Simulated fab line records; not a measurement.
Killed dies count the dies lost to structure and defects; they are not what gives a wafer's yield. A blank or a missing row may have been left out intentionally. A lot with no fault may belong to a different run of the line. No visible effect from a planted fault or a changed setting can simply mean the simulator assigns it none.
Which of the tools did it?    flow nandHarc    Sampling: 12 lots, 36 wafers, 6 of 1159 route steps

## WHAT EACH GAUGE READ, for each wafer
NHARC_P_M0_CD_MEAS_09: the cd target is 90 nm.
lot   measured      on        cdNm (nm)
L151  day 5 15:35   cdSem-03  89.9 89.3 90.4
L150  day 6 02:33   cdSem-01  89.5 89.7 89.5
L153  day 6 14:08   cdSem-01  90.4 89.7 89.5
L152  day 6 14:43   cdSem-02  89.0 90.0 89.2
L155  day 7 08:17   cdSem-02  89.8 91.1 89.8
L160  day 8 12:55   cdSem-03  90.9 91.2 91.1
L163  day 9 03:02   cdSem-01  89.7 90.9 89.7
L164  day 9 16:34   cdSem-01  90.6 89.7 91.1
L165  day 9 17:53   cdSem-01  88.8 88.9 90.3
L166  day 10 00:01  cdSem-01  90.3 89.3 89.0
L171  day 10 23:24  cdSem-01  89.2 90.0 88.8
L173  day 11 10:49  cdSem-02  89.6 90.0 88.2

NHARC_P_M0_THK_MEAS_24: measures by xrf.
lot   measured      on            thkNm (nm)
L151  day 5 18:05   filmMetro-02  116.9 116.6 115.7
L150  day 6 05:08   filmMetro-02  116.8 115.9 116.7
L153  day 6 16:40   filmMetro-01  118.0 117.6 118.1
L152  day 6 17:14   filmMetro-01  116.4 118.2 117.8
L155  day 7 10:50   filmMetro-01  111.8 109.4 108.7
L160  day 8 15:25   filmMetro-02  110.3 111.4 110.1
L163  day 9 05:35   filmMetro-01  116.3 116.5 114.9
L164  day 9 19:17   filmMetro-01  116.7 118.0 116.8
L165  day 9 20:28   filmMetro-02  116.0 117.9 116.6
L166  day 10 02:34  filmMetro-02  119.4 116.4 118.8
L171  day 11 01:55  filmMetro-01  115.5 116.9 118.2
L173  day 11 13:19  filmMetro-01  117.9 120.9 118.9

NHARC_END_SORT_01.
lot   measured      on         defectLimitedYield (%)  killedAtArray  killedAtOther  killedAtPeriphery  killedDies  killedOpen  killedShort  sort_bin_2_pct (%)  sort_bin_3_pct (%)  sort_bin_4_pct (%)  sortNPass    sortRimYieldPct (%)  sortYieldPct (%)
L150  day 19 21:25  prober-02  97.5 96.8 95.4          15 18 24       0 0 3          2 4 4              17 22 31    1 3 4       2 3 1        0.7 0.4 1.2         0 0 0.15            1.8 2.8 3.2         660 655 646  100.0 98.1 97.2      97.5 96.8 95.4
L155  day 21 01:28  prober-02  95.9 96.2 94.5          24 23 32       1 2 1          3 1 4              28 26 37    2 2 7       3 1 3        0.7 0.9 2.1         0.30 0.59 0.15      3.1 2.4 3.2         649 651 640  96.2 99.1 98.1       95.9 96.2 94.5
L160  day 21 18:58  prober-01  96.9 96.9 96.9          16 17 16       1 0 0          4 4 5              21 21 21    2 1 3       4 5 7        0.6 1.2 0.4         0 0.15 0.15         2.5 1.8 2.5         656 656 656  97.2 97.2 95.3       96.9 96.9 96.9
L163  day 22 15:24  prober-01  95.3 95.3 95.9          28 30 24       0 1 1          4 1 3              32 32 28    2 1 1       3 4 3        1.5 2.1 1.3         0.30 0.44 0.15      3.0 2.2 2.7         645 645 649  98.1 98.1 98.1       95.3 95.3 95.9
L164  day 23 22:11  prober-02  95.4 93.1               29 42          0 0            2 5                31 47       4 6         0 2          1.3 1.6             0.44 0.30           2.8 5.0             646 630      94.3 97.2            95.4 93.1
L171  day 24 18:47  prober-01  91.4 92.9 90.7          50 45 55       1 0 1          7 3 7              58 48 63    2 1 7       1 2 2        2.4 2.1 3.4         0.59 0.15 0.30      5.6 4.9 5.6         619 629 614  94.3 96.2 91.5       91.4 92.9 90.7
L173  day 25 03:30  prober-01  96.8 96.6 97.6          22 21 15       0 1 0          0 1 1              22 23 16    2 3 3       3 2 1        1.0 1.0 0.7         0 0.44 0            2.2 1.9 1.6         655 654 661  100.0 96.2 100.0     96.8 96.6 97.6

## WHICH TOOL RAN EACH LOT (tool, then ch and the chambers of the sampled wafers, then the start)
lot   NHARC_P_M0_DESCUM_14               NHARC_P_M0_PRE_CLEAN_29                 NHARC_P_M0_CMP_23
L151  rieDiel-10 ch 0,2,3, day 5 15:47   pvdSputter-03, day 5 17:47 or earlier   cmp-04 ch 1,2,3, day 5 17:47
L150  rieDiel-05 ch 0,1,3, day 6 02:47   pvdSputter-01, day 6 04:50 or earlier   cmp-03 ch 0,3, day 6 04:50
L153  rieDiel-10 ch 1,2, day 6 14:20     pvdSputter-02, day 6 16:21 or earlier   cmp-04 ch 0,3, day 6 16:21
L152  rieDiel-10 ch 0,1,3, day 6 14:55   pvdSputter-01, day 6 16:55 or earlier   cmp-03 ch 2,3, day 6 16:55
L155  rieDiel-10 ch 0,1,2, day 7 08:29   pvdSputter-01, day 7 10:32 or earlier   cmp-03 ch 1,2,3, day 7 10:32
L160  rieDiel-07 ch 1,2,3, day 8 13:06   pvdSputter-03, day 8 15:08 or earlier   cmp-03 ch 2,3, day 8 15:08
L163  rieDiel-07 ch 0,1,2, day 9 03:14   pvdSputter-01, day 9 05:14 or earlier   cmp-04 ch 2,3, day 9 05:14
L164  rieDiel-05 ch 0,2,3, day 9 16:46   pvdSputter-01, day 9 18:59 or earlier   cmp-04 ch 0,2,3, day 9 18:59
L165  rieDiel-07 ch 0,1,2, day 9 18:04   pvdSputter-03, day 9 20:13 or earlier   cmp-04 ch 0,1,3, day 9 20:13
L166  rieDiel-10 ch 0,1,2, day 10 00:12  pvdSputter-03, day 10 02:14 or earlier  cmp-01 ch 1,2,3, day 10 02:14
L171  rieDiel-05 ch 0,1,2, day 10 23:36  pvdSputter-02, day 11 01:36 or earlier  cmp-01 ch 1,2,3, day 11 01:36
L173  rieDiel-10 ch 1,2,3, day 11 10:59  pvdSputter-02, day 11 13:02 or earlier  cmp-03 ch 0,2,3, day 11 13:02
- NHARC_P_M0_DESCUM_14: chemistry O2, time 3 s.
- NHARC_P_M0_PRE_CLEAN_29: time 30 s.
- NHARC_P_M0_CMP_23: polishes, t overpolish 20 s, target thk 117.53 nm.

## AS READ BY THE TOOLS THEMSELVES (means over the sampled wafers that have a number; for cases with no such wafer, the mark the record gives instead)
NHARC_P_M0_DESCUM_14.
lot   tool        drypumpMotorCurrentA (A)  oesProductAu (a.u.)  rfVppV (V)  showerheadPlenumPTorr (Torr)  throttleValvePct (%)
L151  rieDiel-10  6.2                       1.013                57.9        1.94                          11.315
L150  rieDiel-05  5.8                       0.989                57.2        1.84                          11.314
L153  rieDiel-10  5.6                       1.021                57.9        1.99                          11.322
L152  rieDiel-10  5.9                       0.999                58.0        1.91                          11.312
L155  rieDiel-10  6.0                       1.022                57.9        1.93                          11.312
L160  rieDiel-07  6.0                       1.006                58.3        1.92                          11.309
L163  rieDiel-07  6.1                       1.007                57.3        1.97                          11.305
L164  rieDiel-05  5.5                       0.993                57.0        1.85                          11.304
L165  rieDiel-07  6.0                       1.015                57.9        1.97                          11.315
L166  rieDiel-10  6.1                       1.009                57.5        1.93                          11.311
L171  rieDiel-05  5.6                       1.003                57.8        1.82                          11.309
L173  rieDiel-10  5.7                       1.007                58.7        1.99                          11.309

NHARC_P_M0_PRE_CLEAN_29.
lot   tool           heaterPowerW (W)
L151  pvdSputter-03  398
L150  pvdSputter-01  377
L153  pvdSputter-02  385
L152  pvdSputter-01  379
L155  pvdSputter-01  383
L160  pvdSputter-03  385
L163  pvdSputter-01  377
L164  pvdSputter-01  385
L165  pvdSputter-03  432
L166  pvdSputter-03  411
L171  pvdSputter-02  398
L173  pvdSputter-02  426

NHARC_P_M0_CMP_23.
lot   tool    motorCurrentA (A)  timeToEndpointS (s)
L151  cmp-04  12.9               27.3
L150  cmp-03  13.2               31.3
L153  cmp-04  12.9               30.7
L152  cmp-03  13.2               28.7
L155  cmp-03  12.8               16.9
L160  cmp-03  13.1               14.3
L163  cmp-04  12.3               27.8
L164  cmp-04  12.7               28.4
L165  cmp-04  13.1               26.8
L166  cmp-01  12.1               31.4
L171  cmp-01  11.5               30.9
L173  cmp-03  12.9               30.3

## THE ANSWER, worked out from the rows above alone
Rule: the lots themselves supply what counts as usual. Put in order of their means at a reading, lots are off if they are a third of the lots or fewer, leave a main group of 4 or more, and stand apart from it by a gap of 3 or more times the standard deviation of the main group's means; of several such gaps the widest counts. A main group whose means are all the same, to the digits that the tables above print for the reading, isn't used. A lot without any number at a reading at which 4 lots or more have one is off too. Where the step has rows for the other lots, those lots are counted as sound. Order of review: gauges by route order, followed by the tools' own readings, for which a lot's mean as printed above is used. The first step at which some lot is off is used, and at that step the reading that is off furthest; a lot without a number counts as furthest.
Off: L155, L160, at NHARC_P_M0_THK_MEAS_24 (thkNm). The main group: mean 117.2 nm, standard deviation 0.94.
If a tool, at a process step before that reading, ran all the lots that are off and no sound lot after the first of them, it fits. The gauges at NHARC_P_M0_THK_MEAS_24 aren't tried: what is off there is off at NHARC_P_M0_CMP_23 too, on other tools, and a gauge's error can't cause that. NHARC_P_M0_PRE_CLEAN_29 gives no start for some lots, so the hours and the order of its lots are those of NHARC_P_M0_CMP_23. None of those tried fits.

## WHAT HAD BEEN PUT IN BY THE SIMULATOR
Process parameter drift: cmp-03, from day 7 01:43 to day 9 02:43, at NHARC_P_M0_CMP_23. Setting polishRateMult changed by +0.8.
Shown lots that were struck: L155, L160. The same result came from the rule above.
